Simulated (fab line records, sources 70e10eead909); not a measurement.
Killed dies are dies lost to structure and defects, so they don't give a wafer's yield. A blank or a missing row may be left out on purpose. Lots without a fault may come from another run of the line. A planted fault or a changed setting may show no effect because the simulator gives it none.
Which tool did it? | flow nand_harc | 24 lots, 72 wafers sampled, at 5 steps of a route of 1302

WHAT THE GAUGES READ, wafer by wafer
NHARC_A_M0_THK_MEAS_24: measures by xrf.
lot  | measured     | on            | thk_nm (nm)
L076 | day 23 12:52 | film_metro-02 | 115.5 112.7 111.6
L075 | day 23 13:46 | film_metro-01 | 114.7 113.0 111.8
L077 | day 23 18:57 | film_metro-02 | 111.4 112.3 111.4
L074 | day 24 00:26 | film_metro-01 | 112.8 113.7 112.6
L078 | day 24 09:25 | film_metro-02 | 113.7 111.9 112.8
L079 | day 24 16:08 | film_metro-01 | 114.3 112.7 114.1
L080 | day 24 16:58 | film_metro-01 | 114.5 113.6 115.1
L081 | day 25 09:35 | film_metro-02 | 112.8 113.9 112.8
L082 | day 25 19:00 | film_metro-01 | 113.2 111.6 113.3
L083 | day 26 08:58 | film_metro-02 | 114.0 112.5 114.5
L084 | day 26 22:05 | film_metro-02 | 114.0 112.6 115.3
L086 | day 26 22:56 | film_metro-01 | 113.8 113.1 113.4
L085 | day 27 04:58 | film_metro-01 | 112.9 110.3 113.0
L087 | day 27 19:39 | film_metro-01 | 111.6 113.1 113.4
L088 | day 28 16:45 | film_metro-01 | 114.8 115.0 114.8
L089 | day 28 18:50 | film_metro-01 | 112.7 113.8 115.2
L091 | day 29 09:37 | film_metro-01 | 112.2 111.9 112.4
L090 | day 29 11:02 | film_metro-02 | 111.3 114.4 111.6
L092 | day 30 02:28 | film_metro-01 | 113.0 114.1 113.2
L093 | day 30 09:32 | film_metro-02 | 111.6 114.0 113.4
L094 | day 31 06:06 | film_metro-01 | 114.9 114.7 114.7
L095 | day 31 07:57 | film_metro-02 | 114.1 114.5 113.1
L096 | day 31 17:25 | film_metro-01 | 112.4 114.2 113.2
L097 | day 32 08:03 | film_metro-02 | 113.7 114.3 113.2

NHARC_A_M1_INSPECT_11.
lot  | measured     | on                | raw_defect_count
L076 | day 23 14:32 | defect_inspect-01 | 13 24 15
L075 | day 23 15:19 | defect_inspect-01 | 98 85 112
L077 | day 23 20:37 | defect_inspect-02 | 121 129 115
L074 | day 24 01:59 | defect_inspect-01 | 106 95 114
L078 | day 24 11:05 | defect_inspect-01 | 24 20 24
L079 | day 24 18:01 | defect_inspect-02 | 169 151 150
L080 | day 24 18:31 | defect_inspect-02 | 24 25 16
L081 | day 25 11:08 | defect_inspect-01 | 78 87 97
L082 | day 25 20:35 | defect_inspect-01 | 106 103 126
L083 | day 26 10:42 | defect_inspect-01 | 80 74 92
L084 | day 26 23:46 | defect_inspect-01 | 87 79 98
L086 | day 27 00:37 | defect_inspect-02 | 69 70 69
L085 | day 27 06:38 | defect_inspect-02 | 96 116 95
L087 | day 27 21:12 | defect_inspect-01 | 27 21 24
L088 | day 28 18:26 | defect_inspect-02 | 61 67 72
L089 | day 28 20:23 | defect_inspect-02 | 114 103 109
L091 | day 29 11:18 | defect_inspect-01 | 161 136 163
L090 | day 29 12:41 | defect_inspect-02 | 60 59 50
L092 | day 30 04:17 | defect_inspect-01 | 91 75 77
L093 | day 30 11:14 | defect_inspect-02 | 121 118 108
L094 | day 31 07:47 | defect_inspect-01 | 104 107 121
L095 | day 31 09:29 | defect_inspect-01 | 89 95 74
L096 | day 31 19:44 | defect_inspect-01 | 90 91 88
L097 | day 32 09:49 | defect_inspect-01 | 70 58 61

WHICH TOOL RAN EACH LOT (tool, then ch and the chambers of the sampled wafers, then the start)
lot  | NHARC_A_BLC_DESCUM_15              | NHARC_A_BLC_STRIP_21               | NHARC_A_M0_CMP_23
L076 | rie_diel-09 ch 0,1,3, day 23 06:21 | rie_diel-09 ch 0,1,2, day 23 07:38 | cmp-03 ch 0,2,3, day 23 12:33
L075 | rie_diel-03 ch 0,1,2, day 23 07:08 | rie_diel-09 ch 0,1,3, day 23 08:29 | cmp-04 ch 0,2,3, day 23 13:31
L077 | rie_diel-09 ch 0,1,3, day 23 12:35 | rie_diel-03 ch 0,3, day 23 13:43   | cmp-01 ch 1,2, day 23 18:40
L074 | rie_diel-09 ch 2,3, day 23 18:04   | rie_diel-03 ch 2,3, day 23 19:11   | cmp-01 ch 0,1, day 24 00:07
L078 | rie_diel-09 ch 0,2, day 24 02:30   | rie_diel-03 ch 2,3, day 24 04:05   | cmp-03 ch 0,1,2, day 24 09:08
L079 | rie_diel-03 ch 0,3, day 24 09:40   | rie_diel-03 ch 0,2, day 24 10:49   | cmp-04 ch 0,3, day 24 15:49
L080 | rie_diel-09 ch 0,2,3, day 24 10:34 | rie_diel-03 ch 1,2,3, day 24 11:43 | cmp-03 ch 1,2,3, day 24 16:43
L081 | rie_diel-03 ch 1,2,3, day 25 03:20 | rie_diel-09 ch 0,1,3, day 25 04:30 | cmp-01 ch 0,1,2, day 25 09:16
L082 | rie_diel-09 ch 0,3, day 25 12:36   | rie_diel-09 ch 1,2,3, day 25 13:44 | cmp-04 ch 0,1,2, day 25 18:45
L083 | rie_diel-03 ch 0,2,3, day 26 02:37 | rie_diel-03 ch 0,2,3, day 26 03:46 | cmp-03 ch 1,2,3, day 26 08:40
L084 | rie_diel-03 ch 0,2,3, day 26 15:52 | rie_diel-03 ch 0,1,3, day 26 17:01 | cmp-03 ch 0,1,2, day 26 21:46
L086 | rie_diel-09 ch 0,1, day 26 16:35   | rie_diel-07 ch 0,1,3, day 26 17:44 | cmp-01 ch 0,1,2, day 26 22:41
L085 | rie_diel-09 ch 2,3, day 26 22:42   | rie_diel-03 ch 0,1, day 26 23:50   | cmp-01 ch 0,1, day 27 04:41
L087 | rie_diel-09 ch 0,3, day 27 12:46   | rie_diel-09 ch 0,1,2, day 27 14:25 | cmp-01 ch 0,2,3, day 27 19:23
L088 | rie_diel-09 ch 0,2,3, day 28 10:26 | rie_diel-03 ch 1,2, day 28 11:34   | cmp-04 ch 0,1,2, day 28 16:31
L089 | rie_diel-09 ch 0,1,3, day 28 12:29 | rie_diel-03 ch 0,1,2, day 28 13:38 | cmp-01 ch 0,2,3, day 28 18:31
L091 | rie_diel-03 ch 1,2,3, day 29 03:17 | rie_diel-03 ch 1,2,3, day 29 04:25 | cmp-04 ch 0,1,2, day 29 09:20
L090 | rie_diel-03 ch 0,1,2, day 29 04:34 | rie_diel-07 ch 0,1,3, day 29 05:43 | cmp-04 ch 1,2,3, day 29 10:43
L092 | rie_diel-09 ch 0,1, day 29 19:57   | rie_diel-07 ch 0,1,3, day 29 21:16 | cmp-01 ch 1,3, day 30 02:09
L093 | rie_diel-03 ch 2,3, day 30 03:11   | rie_diel-09 ch 0,1,2, day 30 04:21 | cmp-04 ch 1,2,3, day 30 09:18
L094 | rie_diel-03 ch 1,2,3, day 30 23:43 | rie_diel-09 ch 0,2,3, day 31 00:52 | cmp-04 ch 0,1,2, day 31 05:47
L095 | rie_diel-03 ch 1,2,3, day 31 01:34 | rie_diel-03 ch 0,1,2, day 31 02:43 | cmp-01 ch 0,2,3, day 31 07:38
L096 | rie_diel-09 ch 0,2,3, day 31 11:03 | rie_diel-07 ch 0,3, day 31 12:12   | cmp-01 ch 1,2,3, day 31 17:09
L097 | rie_diel-03 ch 1,3, day 32 01:28   | rie_diel-09 ch 0,2,3, day 32 02:36 | cmp-04 ch 0,1, day 32 07:44
- NHARC_A_BLC_DESCUM_15: chemistry O2, time 3 s.
- NHARC_A_BLC_STRIP_21: strips in O2.
- NHARC_A_M0_CMP_23: polishes, t overpolish 20 s, target thk 113.75 nm.

WHAT THE TOOLS THEMSELVES READ (means of the sampled wafers that have a number; where no wafer has one, the mark that the record gives instead)
NHARC_A_BLC_DESCUM_15.
lot  | tool        | drypump_motor_current_A (A) | mfc_ar_sccm (sccm) | oes_product_au (a.u.) | rf_vpp_V (V) | showerhead_plenum_p_Torr (Torr) | throttle_valve_pct (%)
L076 | rie_diel-09 | 5.7                         | 0.015              | 0.995                 | 57.8         | 1.83                            | 11.307
L075 | rie_diel-03 | 5.6                         | 0.020              | 0.994                 | 57.0         | 1.88                            | 11.306
L077 | rie_diel-09 | 5.7                         | 0.015              | 0.992                 | 57.2         | 1.83                            | 11.310
L074 | rie_diel-09 | 5.6                         | 0.015              | 1.006                 | 57.3         | 1.85                            | 11.299
L078 | rie_diel-09 | 5.9                         | 0.011              | 0.997                 | 58.4         | 1.99                            | 11.323
L079 | rie_diel-03 | 5.4                         | 0.019              | 0.994                 | 58.1         | 1.88                            | 11.310
L080 | rie_diel-09 | 5.8                         | 0.010              | 1.009                 | 57.7         | 1.90                            | 11.323
L081 | rie_diel-03 | 5.8                         | 0.011              | 1.009                 | 58.5         | 1.87                            | 11.312
L082 | rie_diel-09 | 6.0                         | 0.005              | 1.002                 | 57.7         | 1.87                            | 11.305
L083 | rie_diel-03 | 5.6                         | 0.020              | 1.006                 | 57.3         | 1.91                            | 11.317
L084 | rie_diel-03 | 5.6                         | 0.020              | 0.998                 | 58.2         | 1.91                            | 11.319
L086 | rie_diel-09 | 5.6                         | 0.020              | 0.991                 | 57.1         | 1.84                            | 11.311
L085 | rie_diel-09 | 5.6                         | 0.015              | 0.992                 | 57.0         | 1.85                            | 11.322
L087 | rie_diel-09 | 6.0                         | 0.005              | 1.000                 | 57.4         | 1.87                            | 11.310
L088 | rie_diel-09 | 5.8                         | 0.010              | 1.001                 | 58.3         | 1.90                            | 11.314
L089 | rie_diel-09 | 5.7                         | 0.015              | 0.992                 | 56.2         | 1.83                            | 11.315
L091 | rie_diel-03 | 5.8                         | 0.011              | 1.010                 | 57.5         | 1.87                            | 11.314
L090 | rie_diel-03 | 5.6                         | 0.020              | 1.001                 | 58.4         | 1.88                            | 11.309
L092 | rie_diel-09 | 5.9                         | 0.010              | 0.996                 | 57.4         | 1.88                            | 11.309
L093 | rie_diel-03 | 5.8                         | 0.022              | 1.008                 | 58.1         | 1.93                            | 11.308
L094 | rie_diel-03 | 5.8                         | 0.011              | 1.012                 | 58.1         | 1.87                            | 11.318
L095 | rie_diel-03 | 5.8                         | 0.011              | 1.004                 | 57.2         | 1.87                            | 11.306
L096 | rie_diel-09 | 5.8                         | 0.010              | 0.992                 | 58.2         | 1.90                            | 11.303
L097 | rie_diel-03 | 5.7                         | 0.000              | 1.007                 | 57.5         | 1.83                            | 11.304

NHARC_A_BLC_STRIP_21.
lot  | tool        | drypump_motor_current_A (A) | mfc_ar_sccm (sccm) | oes_product_au (a.u.) | rf_vpp_V (V) | showerhead_plenum_p_Torr (Torr) | throttle_valve_pct (%)
L076 | rie_diel-09 | 5.8                         | 0.015              | 0.992                 | 57.3         | 3.53                            | 17.028
L075 | rie_diel-09 | 5.7                         | 0.015              | 0.997                 | 57.5         | 3.39                            | 17.037
L077 | rie_diel-03 | 5.3                         | 0.019              | 1.001                 | 57.5         | 3.47                            | 17.034
L074 | rie_diel-03 | 5.8                         | 0.022              | 1.006                 | 58.4         | 3.56                            | 17.042
L078 | rie_diel-03 | 5.7                         | 0.011              | 0.991                 | 57.6         | 3.50                            | 17.048
L079 | rie_diel-03 | 5.6                         | 0.031              | 0.997                 | 57.6         | 3.57                            | 17.046
L080 | rie_diel-03 | 5.8                         | 0.011              | 1.007                 | 57.8         | 3.46                            | 17.038
L081 | rie_diel-09 | 5.7                         | 0.015              | 1.002                 | 56.6         | 3.38                            | 17.042
L082 | rie_diel-09 | 5.5                         | 0.020              | 1.006                 | 57.1         | 3.43                            | 17.039
L083 | rie_diel-03 | 5.6                         | 0.020              | 1.011                 | 57.6         | 3.51                            | 17.031
L084 | rie_diel-03 | 5.6                         | 0.009              | 1.006                 | 56.9         | 3.41                            | 17.037
L086 | rie_diel-07 | 5.5                         | 0.014              | 1.005                 | 58.2         | 3.57                            | 17.033
L085 | rie_diel-03 | 5.4                         | 0.019              | 1.003                 | 57.9         | 3.42                            | 17.034
L087 | rie_diel-09 | 5.8                         | 0.015              | 0.992                 | 57.8         | 3.52                            | 17.035
L088 | rie_diel-03 | 5.8                         | 0.011              | 1.015                 | 57.3         | 3.41                            | 17.047
L089 | rie_diel-03 | 5.6                         | 0.020              | 1.012                 | 57.4         | 3.47                            | 17.043
L091 | rie_diel-03 | 5.8                         | 0.011              | 1.012                 | 58.1         | 3.45                            | 17.034
L090 | rie_diel-07 | 5.5                         | 0.014              | 0.998                 | 57.4         | 3.56                            | 17.039
L092 | rie_diel-07 | 5.5                         | 0.014              | 1.001                 | 57.8         | 3.56                            | 17.045
L093 | rie_diel-09 | 5.8                         | 0.015              | 1.003                 | 57.3         | 3.52                            | 17.030
L094 | rie_diel-09 | 5.8                         | 0.010              | 0.992                 | 57.0         | 3.50                            | 17.025
L095 | rie_diel-03 | 5.6                         | 0.020              | 1.003                 | 57.6         | 3.47                            | 17.034
L096 | rie_diel-07 | 5.9                         | 0.009              | 1.003                 | 58.3         | 3.59                            | 17.041
L097 | rie_diel-09 | 5.8                         | 0.010              | 0.999                 | 57.0         | 3.50                            | 17.035

NHARC_A_M0_CMP_23.
lot  | tool   | edge_zone_pressure_frac | motor_current_A (A) | time_to_endpoint_s (s)
L076 | cmp-03 | 1.003                   | 12.1                | 31.6
L075 | cmp-04 | 1.003                   | 11.7                | 31.1
L077 | cmp-01 | 0.999                   | 11.1                | 26.8
L074 | cmp-01 | 0.995                   | 12.8                | 29.1
L078 | cmp-03 | 0.999                   | 12.3                | 27.9
L079 | cmp-04 | 0.995                   | 12.0                | 29.0
L080 | cmp-03 | 0.997                   | 11.1                | 29.1
L081 | cmp-01 | 1.005                   | 11.6                | 29.7
L082 | cmp-04 | 1.002                   | 11.9                | 28.7
L083 | cmp-03 | 0.999                   | 10.9                | 29.8
L084 | cmp-03 | 1.001                   | 12.2                | 27.6
L086 | cmp-01 | 1.000                   | 11.3                | 25.2
L085 | cmp-01 | 0.998                   | 11.9                | 29.0
L087 | cmp-01 | 0.999                   | 11.6                | 27.8
L088 | cmp-04 | 1.003                   | 11.8                | 29.7
L089 | cmp-01 | 1.002                   | 11.6                | 28.7
L091 | cmp-04 | 0.999                   | 12.0                | 28.8
L090 | cmp-04 | 1.001                   | 12.0                | 30.2
L092 | cmp-01 | 0.999                   | 11.1                | 29.4
L093 | cmp-04 | 0.999                   | 12.0                | 32.0
L094 | cmp-04 | 1.001                   | 11.9                | 31.7
L095 | cmp-01 | 1.002                   | 11.6                | 29.8
L096 | cmp-01 | 1.003                   | 10.9                | 27.9
L097 | cmp-04 | 1.000                   | 12.3                | 25.3

THE ANSWER, worked out from the rows above alone
Rule: what is usual is taken from the lots themselves. Put in order of their means at a reading, lots are off if they are a third of the lots or fewer, leave a main group of 4 or more, and stand apart from it by a gap of 3 or more times the standard deviation of the main group's means; of several such gaps the widest counts. A main group whose means are all the same, to the digits that the tables above print for the reading, isn't used. A lot without any number at a reading at which 4 lots or more have one is off too. The other lots that the step has rows for count as sound. The gauges are gone through in route order, then the tools' own readings, and for those a lot's mean is taken as printed above. The first step at which some lot is off is used, and at that step the reading that is off furthest; a lot without a number counts as furthest.
No lot is off at any reading shown: from this, nothing can be told.

WHAT THE SIMULATOR HAD PUT IN
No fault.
